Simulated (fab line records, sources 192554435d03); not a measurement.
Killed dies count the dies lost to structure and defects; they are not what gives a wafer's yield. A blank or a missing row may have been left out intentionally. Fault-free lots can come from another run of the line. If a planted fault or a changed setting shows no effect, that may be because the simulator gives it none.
fab line records -- flow n5-finfet
[record] lots = 24, wafers = 72, last-day = 19
route steps=1938 shown BEOL_M2@899
lots untouched by any fault: they come from a run of this same line in which no faults occurred
start-h: hours from the record's first day to the start of the lot's first wafer shown -- wait-h: how many hours have passed since the lot's step before this one -- " repeats the value in the row above -- L1.1+2: several wafers, shown together as one row -- - no value present, or no start provided -- * or withheld: withheld -- < > ~ a bound
route shown NAME@n: NAME is a module with steps in the file, n the number in the route of the first one -- usual: the fault-free wafers' mean and standard deviation -- same: alike in all rows -- chamber/n: place in a boat -- sites: readings site by site -- _std_site: the values' standard deviation -- _edge_site: the outer-site mean with the inner-site mean subtracted -- radius-mm: how far each site lies from the wafer's centre -- mask NAME#n: copy n -- behind: the most recent tool/chamber to have shaped the wafer -- hold: reason for holding the lot/hours on hold/outcome of the hold -- device: the n, p or np transistor that did not switch -- end of line: the route-end tests of the same wafers -- for a step that has no rows: nothing shown but its recipe -- killed: dies lost to structure and defects at the first sort, not the wafer's yield -- map: a wafer's dies, marking killed ones x, the rest . and places with no die _
set.NAME: the setting that was run; set.NAME@STEP: the one run at that earlier step -- model.NAME: the simulator's own value behind a step, which no gauge read
route steps across a sampled set of lots; one table per step, one row per wafer
services: a tool's chamber out of use, with start hour (start-h, from the record's first day; less than 0 if before it), hours out, and reason
[[steps]]
[step N5_BEOL_M2_DEGAS_44]
[recipe] ambient = vacuum, temp-c = 250, time-s = 60
[usual] heater-power-w = 339/22
lot.wafer,tool,chamber,start-h,wait-h,heater-power-w
L074.4,pvd-sputter-03,-,143.49,0.2,343
L074.5,pvd-sputter-03,-,143.49,0.2,316
L074.6,pvd-sputter-03,-,143.49,0.2,328
L075.1,pvd-sputter-01,-,151.54,0.4,354
L075.2,pvd-sputter-01,-,151.54,0.4,365
L075.4,pvd-sputter-01,-,151.54,0.4,344
L076.1,pvd-sputter-02,-,162.64,0.5,350
L076.3,pvd-sputter-02,-,162.64,0.5,287
L076.4,pvd-sputter-02,-,162.64,0.5,342
L077.1,pvd-sputter-01,-,177.92,0.2,334
L077.2,pvd-sputter-01,-,177.92,0.2,327
L077.3,pvd-sputter-01,-,177.92,0.2,373
L078.2,pvd-sputter-02,-,190.83,0.4,304
L078.4,pvd-sputter-02,-,190.83,0.4,343
L078.5,pvd-sputter-02,-,190.83,0.4,304
L080.1,pvd-sputter-03,-,194.89,0.2,355
L080.2,pvd-sputter-03,-,194.89,0.2,335
L080.6,pvd-sputter-03,-,194.89,0.2,320
L081.1,pvd-sputter-01,-,198.09,0.2,378
L081.3,pvd-sputter-01,-,198.09,0.2,365
L081.4,pvd-sputter-01,-,198.09,0.2,334
L079.2,pvd-sputter-01,-,201.60,0.2,385
L079.3,pvd-sputter-01,-,201.60,0.2,364
L079.6,pvd-sputter-01,-,201.60,0.2,340
L082.2,pvd-sputter-03,-,202.38,0.1,336
L082.3,pvd-sputter-03,-,202.38,0.1,309
L082.4,pvd-sputter-03,-,202.38,0.1,360
L083.1,pvd-sputter-01,-,204.40,0.1,343
L083.4,pvd-sputter-01,-,204.40,0.1,338
L083.6,pvd-sputter-01,-,204.40,0.1,377
L084.3,pvd-sputter-02,-,211.30,0.4,340
L084.5,pvd-sputter-02,-,211.30,0.4,290
L084.6,pvd-sputter-02,-,211.30,0.4,305
L085.4,pvd-sputter-02,-,221.65,0.1,308
L085.5,pvd-sputter-02,-,221.65,0.1,299
L085.6,pvd-sputter-02,-,221.65,0.1,289
L087.1,pvd-sputter-01,-,227.94,0.4,359
L087.3,pvd-sputter-01,-,227.94,0.4,337
L087.6,pvd-sputter-01,-,227.94,0.4,350
L086.1,pvd-sputter-01,-,239.26,0.9,364
L086.4,pvd-sputter-01,-,239.26,0.9,331
L086.5,pvd-sputter-01,-,239.26,0.9,354
L088.2,pvd-sputter-03,-,244.27,0.9,358
L088.4,pvd-sputter-03,-,244.27,0.9,309
L088.6,pvd-sputter-03,-,244.27,0.9,336
L089.1,pvd-sputter-03,-,247.91,0.6,369
L089.4,pvd-sputter-03,-,247.91,0.6,313
L089.6,pvd-sputter-03,-,247.91,0.6,316
L090.2,pvd-sputter-03,-,248.51,0.3,356
L090.3,pvd-sputter-03,-,248.51,0.3,325
L090.4,pvd-sputter-03,-,248.51,0.3,331
L091.4,pvd-sputter-03,-,254.71,0.5,335
L091.5,pvd-sputter-03,-,254.71,0.5,336
L091.6,pvd-sputter-03,-,254.71,0.5,333
L092.1,pvd-sputter-01,-,259.33,1.4,335
L092.2,pvd-sputter-01,-,259.33,1.4,366
L092.5,pvd-sputter-01,-,259.33,1.4,357
L093.2,pvd-sputter-01,-,272.23,0.2,351
L093.4,pvd-sputter-01,-,272.23,0.2,370
L093.5,pvd-sputter-01,-,272.23,0.2,337
L095.2,pvd-sputter-01,-,285.12,0.2,363
L095.3,pvd-sputter-01,-,285.12,0.2,348
L095.6,pvd-sputter-01,-,285.12,0.2,333
L094.2,pvd-sputter-03,-,292.60,0.5,340
L094.4,pvd-sputter-03,-,292.60,0.5,331
L094.5,pvd-sputter-03,-,292.60,0.5,326
L096.3,pvd-sputter-01,-,301.23,0.3,359
L096.4,pvd-sputter-01,-,301.23,0.3,332
L096.6,pvd-sputter-01,-,301.23,0.3,349
L097.3,pvd-sputter-01,-,301.31,0.3,325
L097.4,pvd-sputter-01,-,301.31,0.3,363
L097.5,pvd-sputter-01,-,301.31,0.3,381
[step N5_BEOL_M2_SPUTTER_88]
[recipe] material = Cu, target-thk-a = 45, temp-c = -20, chamber-pressure-pa = 0.07, power-w = withheld, time-s = 8.29
[usual] substrate-temp-c = -19.99/0.11, throttle-valve-pct = 30.9/1.3
lot.wafer,tool,chamber,start-h,wait-h,substrate-temp-c,throttle-valve-pct
L074.4,pvd-sputter-02,-,145.25,0.1,-19.94,29.2
L074.5,pvd-sputter-02,-,145.25,0.1,-20.18,30.5
L074.6,pvd-sputter-02,-,145.25,0.1,-19.84,30.7
L075.1,pvd-sputter-02,-,153.89,0.1,-19.91,28.0
L075.2,pvd-sputter-02,-,153.89,0.1,-19.89,29.4
L075.4,pvd-sputter-02,-,153.89,0.1,-19.85,30.9
L076.1,pvd-sputter-01,-,164.57,0.1,-19.87,29.9
L076.3,pvd-sputter-01,-,164.57,0.1,-19.71,30.6
L076.4,pvd-sputter-01,-,164.57,0.1,-20.04,30.6
L077.1,pvd-sputter-01,-,179.84,0.1,-19.98,30.9
L077.2,pvd-sputter-01,-,179.84,0.1,-20.00,33.2
L077.3,pvd-sputter-01,-,179.84,0.1,-20.00,29.8
L078.2,pvd-sputter-03,-,192.69,0.1,-19.99,30.6
L078.4,pvd-sputter-03,-,192.69,0.1,-19.90,28.9
L078.5,pvd-sputter-03,-,192.69,0.1,-19.80,30.8
L080.1,pvd-sputter-03,-,196.46,0.1,-19.88,30.6
L080.2,pvd-sputter-03,-,196.46,0.1,-19.94,32.7
L080.6,pvd-sputter-03,-,196.46,0.1,-20.05,32.6
L081.1,pvd-sputter-01,-,200.24,0.1,-19.89,29.9
L081.3,pvd-sputter-01,-,200.24,0.1,-19.89,31.7
L081.4,pvd-sputter-01,-,200.24,0.1,-19.92,33.0
L079.2,pvd-sputter-01,-,203.18,0.1,-20.10,29.8
L079.3,pvd-sputter-01,-,203.18,0.1,-20.04,32.8
L079.6,pvd-sputter-01,-,203.18,0.1,-20.27,30.5
L082.2,pvd-sputter-01,-,205.36,0.1,-19.99,30.0
L082.3,pvd-sputter-01,-,205.36,0.1,-19.94,32.9
L082.4,pvd-sputter-01,-,205.36,0.1,-20.03,30.6
L083.1,pvd-sputter-03,-,205.92,0.1,-19.84,30.5
L083.4,pvd-sputter-03,-,205.92,0.1,-20.11,29.1
L083.6,pvd-sputter-03,-,205.92,0.1,-19.86,30.6
L084.3,pvd-sputter-01,-,213.07,0.1,-19.99,30.7
L084.5,pvd-sputter-01,-,213.07,0.1,-20.09,32.9
L084.6,pvd-sputter-01,-,213.07,0.1,-19.93,30.0
L085.4,pvd-sputter-01,-,223.12,0.1,-20.05,32.9
L085.5,pvd-sputter-01,-,223.12,0.1,-20.15,30.6
L085.6,pvd-sputter-01,-,223.12,0.1,-19.79,31.9
L087.1,pvd-sputter-01,-,230.90,0.1,-19.82,30.2
L087.3,pvd-sputter-01,-,230.90,0.1,-19.92,30.4
L087.6,pvd-sputter-01,-,230.90,0.1,-19.90,31.4
L086.1,pvd-sputter-01,-,241.06,0.1,-20.03,33.1
L086.4,pvd-sputter-01,-,241.06,0.1,-20.01,31.4
L086.5,pvd-sputter-01,-,241.06,0.1,-19.97,29.7
L088.2,pvd-sputter-03,-,245.79,0.1,-20.02,32.6
L088.4,pvd-sputter-03,-,245.79,0.1,-19.88,30.6
L088.6,pvd-sputter-03,-,245.79,0.1,-20.07,30.6
L089.1,pvd-sputter-03,-,249.79,0.1,-19.91,28.9
L089.4,pvd-sputter-03,-,249.79,0.1,-20.08,30.7
L089.6,pvd-sputter-03,-,249.79,0.1,-20.00,29.0
L090.2,pvd-sputter-01,-,251.56,0.1,-20.23,30.0
L090.3,pvd-sputter-01,-,251.56,0.1,-20.23,33.2
L090.4,pvd-sputter-01,-,251.56,0.1,-20.02,31.6
L091.4,pvd-sputter-03,-,256.43,0.1,-19.97,30.5
L091.5,pvd-sputter-03,-,256.43,0.1,-20.01,30.7
L091.6,pvd-sputter-03,-,256.43,0.1,-19.94,32.9
L092.1,pvd-sputter-03,-,260.93,0.1,-20.26,30.8
L092.2,pvd-sputter-03,-,260.93,0.1,-19.96,30.8
L092.5,pvd-sputter-03,-,260.93,0.1,-19.78,29.1
L093.2,pvd-sputter-03,-,274.13,0.1,-19.95,29.1
L093.4,pvd-sputter-03,-,274.13,0.1,-20.03,30.6
L093.5,pvd-sputter-03,-,274.13,0.1,-20.09,29.2
L095.2,pvd-sputter-02,-,286.94,0.1,-19.94,30.8
L095.3,pvd-sputter-02,-,286.94,0.1,-20.25,29.6
L095.6,pvd-sputter-02,-,286.94,0.1,-19.99,30.6
L094.2,pvd-sputter-03,-,294.32,0.1,-19.89,32.6
L094.4,pvd-sputter-03,-,294.32,0.1,-19.84,30.6
L094.5,pvd-sputter-03,-,294.32,0.1,-20.04,30.6
L096.3,pvd-sputter-03,-,302.71,0.1,-19.98,29.1
L096.4,pvd-sputter-03,-,302.71,0.1,-19.95,30.6
L096.6,pvd-sputter-03,-,302.71,0.1,-19.85,30.7
L097.3,pvd-sputter-01,-,303.37,0.1,-19.94,29.8
L097.4,pvd-sputter-01,-,303.37,0.1,-20.13,33.0
L097.5,pvd-sputter-01,-,303.37,0.1,-20.07,31.2
[step N5_BEOL_M2_ANNEAL_89]
[recipe] temp-c = 400, time-s = 240, ambient = vacuum
[usual] heater-power-w = 848/50
lot.wafer,tool,chamber,start-h,wait-h,heater-power-w
L074.4,pvd-sputter-02,-,145.33,0.0,764
L074.5,pvd-sputter-02,-,145.33,0.0,873
L074.6,pvd-sputter-02,-,145.33,0.0,713
L075.1,pvd-sputter-02,-,153.97,0.0,859
L075.2,pvd-sputter-02,-,153.97,0.0,741
L075.4,pvd-sputter-02,-,153.97,0.0,735
L076.1,pvd-sputter-01,-,164.65,0.0,947
L076.3,pvd-sputter-01,-,164.65,0.0,850
L076.4,pvd-sputter-01,-,164.65,0.0,843
L077.1,pvd-sputter-01,-,179.92,0.0,849
L077.2,pvd-sputter-01,-,179.92,0.0,879
L077.3,pvd-sputter-01,-,179.92,0.0,937
L078.2,pvd-sputter-03,-,192.77,0.0,886
L078.4,pvd-sputter-03,-,192.77,0.0,782
L078.5,pvd-sputter-03,-,192.77,0.0,905
L080.1,pvd-sputter-03,-,196.54,0.0,901
L080.2,pvd-sputter-03,-,196.54,0.0,801
L080.6,pvd-sputter-03,-,196.54,0.0,820
L081.1,pvd-sputter-01,-,200.32,0.0,945
L081.3,pvd-sputter-01,-,200.32,0.0,832
L081.4,pvd-sputter-01,-,200.32,0.0,896
L079.2,pvd-sputter-01,-,203.26,0.0,938
L079.3,pvd-sputter-01,-,203.26,0.0,878
L079.6,pvd-sputter-01,-,203.26,0.0,855
L082.2,pvd-sputter-01,-,205.44,0.0,957
L082.3,pvd-sputter-01,-,205.44,0.0,877
L082.4,pvd-sputter-01,-,205.44,0.0,840
L083.1,pvd-sputter-03,-,206.00,0.0,841
L083.4,pvd-sputter-03,-,206.00,0.0,801
L083.6,pvd-sputter-03,-,206.00,0.0,896
L084.3,pvd-sputter-01,-,213.15,0.0,831
L084.5,pvd-sputter-01,-,213.15,0.0,912
L084.6,pvd-sputter-01,-,213.15,0.0,918
L085.4,pvd-sputter-01,-,223.20,0.0,908
L085.5,pvd-sputter-01,-,223.20,0.0,847
L085.6,pvd-sputter-01,-,223.20,0.0,866
L087.1,pvd-sputter-01,-,230.98,0.0,931
L087.3,pvd-sputter-01,-,230.98,0.0,842
L087.6,pvd-sputter-01,-,230.98,0.0,826
L086.1,pvd-sputter-01,-,241.14,0.0,901
L086.4,pvd-sputter-01,-,241.14,0.0,838
L086.5,pvd-sputter-01,-,241.14,0.0,916
L088.2,pvd-sputter-03,-,245.87,0.0,812
L088.4,pvd-sputter-03,-,245.87,0.0,887
L088.6,pvd-sputter-03,-,245.87,0.0,883
L089.1,pvd-sputter-03,-,249.87,0.0,801
L089.4,pvd-sputter-03,-,249.87,0.0,902
L089.6,pvd-sputter-03,-,249.87,0.0,796
L090.2,pvd-sputter-01,-,251.64,0.0,902
L090.3,pvd-sputter-01,-,251.64,0.0,884
L090.4,pvd-sputter-01,-,251.64,0.0,820
L091.4,pvd-sputter-03,-,256.51,0.0,840
L091.5,pvd-sputter-03,-,256.51,0.0,823
L091.6,pvd-sputter-03,-,256.51,0.0,839
L092.1,pvd-sputter-03,-,261.01,0.0,902
L092.2,pvd-sputter-03,-,261.01,0.0,826
L092.5,pvd-sputter-03,-,261.01,0.0,794
L093.2,pvd-sputter-03,-,274.21,0.0,794
L093.4,pvd-sputter-03,-,274.21,0.0,907
L093.5,pvd-sputter-03,-,274.21,0.0,785
L095.2,pvd-sputter-02,-,287.02,0.0,716
L095.3,pvd-sputter-02,-,287.02,0.0,761
L095.6,pvd-sputter-02,-,287.02,0.0,844
L094.2,pvd-sputter-03,-,294.40,0.0,824
L094.4,pvd-sputter-03,-,294.40,0.0,907
L094.5,pvd-sputter-03,-,294.40,0.0,910
L096.3,pvd-sputter-03,-,302.79,0.0,787
L096.4,pvd-sputter-03,-,302.79,0.0,823
L096.6,pvd-sputter-03,-,302.79,0.0,821
L097.3,pvd-sputter-01,-,303.45,0.0,922
L097.4,pvd-sputter-01,-,303.45,0.0,898
L097.5,pvd-sputter-01,-,303.45,0.0,823
[step N5_BEOL_M2_ANNEAL_91]
[recipe] temp-c = 400, time-s = 240, ambient = vacuum
[usual] heater-power-w = 846/52
lot.wafer,tool,chamber,start-h,wait-h,heater-power-w
L074.4,pvd-sputter-02,-,145.55,0.0,742
L074.5,pvd-sputter-02,-,145.55,0.0,864
L074.6,pvd-sputter-02,-,145.55,0.0,725
L075.1,pvd-sputter-02,-,154.19,0.0,854
L075.2,pvd-sputter-02,-,154.19,0.0,721
L075.4,pvd-sputter-02,-,154.19,0.0,724
L076.1,pvd-sputter-01,-,164.87,0.0,925
L076.3,pvd-sputter-01,-,164.87,0.0,854
L076.4,pvd-sputter-01,-,164.87,0.0,846
L077.1,pvd-sputter-01,-,180.14,0.0,834
L077.2,pvd-sputter-01,-,180.14,0.0,894
L077.3,pvd-sputter-01,-,180.14,0.0,941
L078.2,pvd-sputter-03,-,192.99,0.0,898
L078.4,pvd-sputter-03,-,192.99,0.0,771
L078.5,pvd-sputter-03,-,192.99,0.0,894
L080.1,pvd-sputter-03,-,196.76,0.0,902
L080.2,pvd-sputter-03,-,196.76,0.0,846
L080.6,pvd-sputter-03,-,196.76,0.0,819
L081.1,pvd-sputter-01,-,200.54,0.0,930
L081.3,pvd-sputter-01,-,200.54,0.0,850
L081.4,pvd-sputter-01,-,200.54,0.0,881
L079.2,pvd-sputter-01,-,203.48,0.0,949
L079.3,pvd-sputter-01,-,203.48,0.0,913
L079.6,pvd-sputter-01,-,203.48,0.0,846
L082.2,pvd-sputter-01,-,205.66,0.0,910
L082.3,pvd-sputter-01,-,205.66,0.0,892
L082.4,pvd-sputter-01,-,205.66,0.0,845
L083.1,pvd-sputter-03,-,206.22,0.0,819
L083.4,pvd-sputter-03,-,206.22,0.0,785
L083.6,pvd-sputter-03,-,206.22,0.0,900
L084.3,pvd-sputter-01,-,213.37,0.0,854
L084.5,pvd-sputter-01,-,213.37,0.0,902
L084.6,pvd-sputter-01,-,213.37,0.0,930
L085.4,pvd-sputter-01,-,223.42,0.0,899
L085.5,pvd-sputter-01,-,223.42,0.0,841
L085.6,pvd-sputter-01,-,223.42,0.0,863
L087.1,pvd-sputter-01,-,231.20,0.0,932
L087.3,pvd-sputter-01,-,231.20,0.0,832
L087.6,pvd-sputter-01,-,231.20,0.0,833
L086.1,pvd-sputter-01,-,241.36,0.0,901
L086.4,pvd-sputter-01,-,241.36,0.0,833
L086.5,pvd-sputter-01,-,241.36,0.0,919
L088.2,pvd-sputter-03,-,246.09,0.0,832
L088.4,pvd-sputter-03,-,246.09,0.0,853
L088.6,pvd-sputter-03,-,246.09,0.0,889
L089.1,pvd-sputter-03,-,250.09,0.0,771
L089.4,pvd-sputter-03,-,250.09,0.0,876
L089.6,pvd-sputter-03,-,250.09,0.0,796
L090.2,pvd-sputter-01,-,251.86,0.0,936
L090.3,pvd-sputter-01,-,251.86,0.0,884
L090.4,pvd-sputter-01,-,251.86,0.0,829
L091.4,pvd-sputter-03,-,256.73,0.0,830
L091.5,pvd-sputter-03,-,256.73,0.0,837
L091.6,pvd-sputter-03,-,256.73,0.0,848
L092.1,pvd-sputter-03,-,261.23,0.0,874
L092.2,pvd-sputter-03,-,261.23,0.0,852
L092.5,pvd-sputter-03,-,261.23,0.0,785
L093.2,pvd-sputter-03,-,274.43,0.0,775
L093.4,pvd-sputter-03,-,274.43,0.0,887
L093.5,pvd-sputter-03,-,274.43,0.0,784
L095.2,pvd-sputter-02,-,287.24,0.0,713
L095.3,pvd-sputter-02,-,287.24,0.0,732
L095.6,pvd-sputter-02,-,287.24,0.0,846
L094.2,pvd-sputter-03,-,294.62,0.0,818
L094.4,pvd-sputter-03,-,294.62,0.0,900
L094.5,pvd-sputter-03,-,294.62,0.0,883
L096.3,pvd-sputter-03,-,303.01,0.0,772
L096.4,pvd-sputter-03,-,303.01,0.0,822
L096.6,pvd-sputter-03,-,303.01,0.0,815
L097.3,pvd-sputter-01,-,303.69,0.0,923
L097.4,pvd-sputter-01,-,303.69,0.0,900
L097.5,pvd-sputter-01,-,303.69,0.0,824
[step N5_BEOL_M2_SPUTTER_94]
[recipe] material = Cu, target-thk-a = 45, temp-c = -20, chamber-pressure-pa = 0.07, power-w = withheld, time-s = 8.29
[usual] substrate-temp-c = -20.00/0.1, throttle-valve-pct = 30.9/1.3
lot.wafer,tool,chamber,start-h,wait-h,substrate-temp-c,throttle-valve-pct
L074.4,pvd-sputter-02,-,145.91,0.1,-20.14,29.4
L074.5,pvd-sputter-02,-,145.91,0.1,-20.07,30.4
L074.6,pvd-sputter-02,-,145.91,0.1,-19.94,31.3
L075.1,pvd-sputter-02,-,154.55,0.1,-19.99,28.1
L075.2,pvd-sputter-02,-,154.55,0.1,-20.05,29.3
L075.4,pvd-sputter-02,-,154.55,0.1,-20.03,31.3
L076.1,pvd-sputter-01,-,165.23,0.1,-19.89,29.9
L076.3,pvd-sputter-01,-,165.23,0.1,-20.04,30.5
L076.4,pvd-sputter-01,-,165.23,0.1,-19.98,30.7
L077.1,pvd-sputter-01,-,180.50,0.1,-20.02,30.6
L077.2,pvd-sputter-01,-,180.50,0.1,-19.97,33.1
L077.3,pvd-sputter-01,-,180.50,0.1,-20.13,29.5
L078.2,pvd-sputter-03,-,193.35,0.1,-19.95,30.6
L078.4,pvd-sputter-03,-,193.35,0.1,-20.18,29.0
L078.5,pvd-sputter-03,-,193.35,0.1,-19.91,31.0
L080.1,pvd-sputter-03,-,197.12,0.1,-20.12,30.4
L080.2,pvd-sputter-03,-,197.12,0.1,-19.89,32.6
L080.6,pvd-sputter-03,-,197.12,0.1,-20.00,32.7
L081.1,pvd-sputter-01,-,200.90,0.1,-19.88,29.9
L081.3,pvd-sputter-01,-,200.90,0.1,-19.99,31.6
L081.4,pvd-sputter-01,-,200.90,0.1,-20.20,32.9
L079.2,pvd-sputter-01,-,203.84,0.1,-19.95,29.7
L079.3,pvd-sputter-01,-,203.84,0.1,-20.07,33.1
L079.6,pvd-sputter-01,-,203.84,0.1,-20.11,30.8
L082.2,pvd-sputter-01,-,206.02,0.1,-19.99,29.9
L082.3,pvd-sputter-01,-,206.02,0.1,-19.96,33.1
L082.4,pvd-sputter-01,-,206.02,0.1,-20.09,30.5
L083.1,pvd-sputter-03,-,206.58,0.1,-20.00,30.8
L083.4,pvd-sputter-03,-,206.58,0.1,-19.95,29.2
L083.6,pvd-sputter-03,-,206.58,0.1,-19.77,30.6
L084.3,pvd-sputter-01,-,213.73,0.1,-20.11,30.6
L084.5,pvd-sputter-01,-,213.73,0.1,-20.10,33.2
L084.6,pvd-sputter-01,-,213.73,0.1,-19.95,29.9
L085.4,pvd-sputter-01,-,223.78,0.1,-20.03,33.1
L085.5,pvd-sputter-01,-,223.78,0.1,-20.02,30.4
L085.6,pvd-sputter-01,-,223.78,0.1,-20.02,31.6
L087.1,pvd-sputter-01,-,231.56,0.1,-19.85,30.1
L087.3,pvd-sputter-01,-,231.56,0.1,-19.81,30.5
L087.6,pvd-sputter-01,-,231.56,0.1,-19.95,31.8
L086.1,pvd-sputter-01,-,241.72,0.1,-19.90,32.9
L086.4,pvd-sputter-01,-,241.72,0.1,-19.75,31.7
L086.5,pvd-sputter-01,-,241.72,0.1,-19.92,29.9
L088.2,pvd-sputter-03,-,246.45,0.1,-20.12,32.6
L088.4,pvd-sputter-03,-,246.45,0.1,-20.10,30.6
L088.6,pvd-sputter-03,-,246.45,0.1,-19.88,30.6
L089.1,pvd-sputter-03,-,250.45,0.1,-19.85,28.8
L089.4,pvd-sputter-03,-,250.45,0.1,-20.02,30.7
L089.6,pvd-sputter-03,-,250.45,0.1,-19.89,29.0
L090.2,pvd-sputter-01,-,252.22,0.1,-19.90,30.0
L090.3,pvd-sputter-01,-,252.22,0.1,-19.94,33.3
L090.4,pvd-sputter-01,-,252.22,0.1,-20.11,31.7
L091.4,pvd-sputter-03,-,257.09,0.1,-19.98,30.4
L091.5,pvd-sputter-03,-,257.09,0.1,-19.99,30.4
L091.6,pvd-sputter-03,-,257.09,0.1,-20.06,32.7
L092.1,pvd-sputter-03,-,261.59,0.1,-19.95,30.5
L092.2,pvd-sputter-03,-,261.59,0.1,-20.05,30.6
L092.5,pvd-sputter-03,-,261.59,0.1,-19.89,28.8
L093.2,pvd-sputter-03,-,274.79,0.1,-20.20,29.0
L093.4,pvd-sputter-03,-,274.79,0.1,-19.88,30.5
L093.5,pvd-sputter-03,-,274.79,0.1,-20.16,28.9
L095.2,pvd-sputter-02,-,287.60,0.1,-20.04,31.2
L095.3,pvd-sputter-02,-,287.60,0.1,-19.95,29.6
L095.6,pvd-sputter-02,-,287.60,0.1,-19.97,30.6
L094.2,pvd-sputter-03,-,294.98,0.1,-20.11,32.5
L094.4,pvd-sputter-03,-,294.98,0.1,-20.17,31.0
L094.5,pvd-sputter-03,-,294.98,0.1,-19.91,30.7
L096.3,pvd-sputter-03,-,303.37,0.1,-20.06,28.9
L096.4,pvd-sputter-03,-,303.37,0.1,-19.99,30.7
L096.6,pvd-sputter-03,-,303.37,0.1,-20.01,30.6
L097.3,pvd-sputter-01,-,304.08,0.1,-19.89,30.2
L097.4,pvd-sputter-01,-,304.08,0.1,-20.11,32.8
L097.5,pvd-sputter-01,-,304.08,0.1,-20.13,31.4
[step N5_BEOL_M2_CO_CAP_55]
[recipe] material = Co, target-thk-a = 20, temp-c = 200, precursor = CCTBA/H2, pressure-torr = 30, time-s = 102.1
[usual] chamber-pressure-Torr = 29.99/0.064, heater-power-w = 247/14
lot.wafer,tool,chamber,start-h,wait-h,chamber-pressure-Torr,heater-power-w
L074.4,cvd-co-01,2,147.06,0.0,30.00,239
L074.5,cvd-co-01,0,147.06,0.0,30.01,255
L074.6,cvd-co-01,1,147.06,0.0,29.90,226
L075.1,cvd-co-01,0,155.66,0.0,29.95,252
L075.2,cvd-co-01,2,155.66,0.0,30.00,237
L075.4,cvd-co-01,0,155.66,0.0,30.10,246
L076.1,cvd-co-01,2,166.31,0.0,29.96,243
L076.3,cvd-co-01,1,166.31,0.0,29.92,233
L076.4,cvd-co-01,1,166.31,0.0,30.10,235
L077.1,cvd-co-01,0,181.65,0.0,30.08,254
L077.2,cvd-co-01,2,181.65,0.0,30.07,235
L077.3,cvd-co-01,1,181.65,0.0,30.00,233
L078.2,cvd-co-01,0,194.43,0.0,29.97,255
L078.4,cvd-co-01,0,194.43,0.0,29.96,246
L078.5,cvd-co-01,2,194.43,0.0,30.03,239
L080.1,cvd-co-01,0,198.21,0.0,29.87,254
L080.2,cvd-co-01,2,198.21,0.0,29.94,237
L080.6,cvd-co-01,1,198.21,0.0,29.98,230
L081.1,cvd-co-02,1,201.98,0.0,29.90,251
L081.3,cvd-co-02,0,201.98,0.0,29.87,266
L081.4,cvd-co-02,0,201.98,0.0,29.95,269
L079.2,cvd-co-02,2,204.93,0.0,29.87,274
L079.3,cvd-co-02,1,204.93,0.0,29.99,248
L079.6,cvd-co-02,0,204.93,0.0,30.04,264
L082.2,cvd-co-01,0,207.12,0.0,30.05,250
L082.3,cvd-co-01,2,207.12,0.0,30.13,234
L082.4,cvd-co-01,2,207.12,0.0,30.13,242
L083.1,cvd-co-01,0,207.67,0.0,29.99,249
L083.4,cvd-co-01,0,207.67,0.0,30.03,256
L083.6,cvd-co-01,2,207.67,0.0,29.96,240
L084.3,cvd-co-01,2,214.81,0.0,29.92,238
L084.5,cvd-co-01,1,214.81,0.0,29.99,232
L084.6,cvd-co-01,2,214.81,0.0,29.96,240
L085.4,cvd-co-01,2,224.91,0.0,29.94,245
L085.5,cvd-co-01,1,224.91,0.0,30.09,231
L085.6,cvd-co-01,0,224.91,0.0,30.08,253
L087.1,cvd-co-02,1,232.66,0.0,30.02,247
L087.3,cvd-co-02,0,232.66,0.0,30.03,272
L087.6,cvd-co-02,2,232.66,0.0,30.09,282
L086.1,cvd-co-01,2,242.81,0.0,30.06,236
L086.4,cvd-co-01,0,242.81,0.0,30.01,254
L086.5,cvd-co-01,1,242.81,0.0,30.00,234
L088.2,cvd-co-01,1,247.54,0.0,29.94,229
L088.4,cvd-co-01,0,247.54,0.0,29.96,255
L088.6,cvd-co-01,2,247.54,0.0,30.03,235
L089.1,cvd-co-01,1,251.76,0.0,29.99,232
L089.4,cvd-co-01,1,251.76,0.0,29.99,235
L089.6,cvd-co-01,0,251.76,0.0,30.05,246
L090.2,cvd-co-02,1,253.70,0.0,30.03,244
L090.3,cvd-co-02,2,253.70,0.0,29.99,273
L090.4,cvd-co-02,2,253.70,0.0,30.02,273
L091.4,cvd-co-01,1,258.21,0.0,29.96,236
L091.5,cvd-co-01,2,258.21,0.0,29.94,239
L091.6,cvd-co-01,0,258.21,0.0,29.99,245
L092.1,cvd-co-01,0,262.69,0.0,29.98,254
L092.2,cvd-co-01,2,262.69,0.0,29.95,240
L092.5,cvd-co-01,0,262.69,0.0,30.04,248
L093.2,cvd-co-02,2,275.89,0.0,30.01,275
L093.4,cvd-co-02,1,275.89,0.0,29.93,246
L093.5,cvd-co-02,0,275.89,0.0,29.99,271
L095.2,cvd-co-01,2,289.09,0.0,29.94,241
L095.3,cvd-co-01,1,289.09,0.0,30.08,238
L095.6,cvd-co-01,0,289.09,0.0,30.02,253
L094.2,cvd-co-01,1,296.06,0.0,29.94,229
L094.4,cvd-co-01,2,296.06,0.0,29.84,241
L094.5,cvd-co-01,0,296.06,0.0,29.94,260
L096.3,cvd-co-02,0,305.57,0.0,29.96,275
L096.4,cvd-co-02,1,305.57,0.0,29.96,244
L096.6,cvd-co-02,0,305.57,0.0,30.01,266
L097.3,cvd-co-01,0,305.92,0.0,29.98,255
L097.4,cvd-co-01,1,305.92,0.0,30.06,241
L097.5,cvd-co-01,0,305.92,0.0,30.06,256
[[services]]
tool,chamber,start-h,hours,kind
cvd-co-02,-,121.30,6.9,pm
cvd-co-02,2,130.07,9.7,repair
cvd-co-02,-,166.91,28.1,pm
pvd-sputter-02,-,277.88,6.1,repair
cvd-co-02,-,283.10,3.0,repair
cvd-co-02,-,288.11,0.9,repair
pvd-sputter-03,-,298.65,1.0,repair
[[key]]
fault none
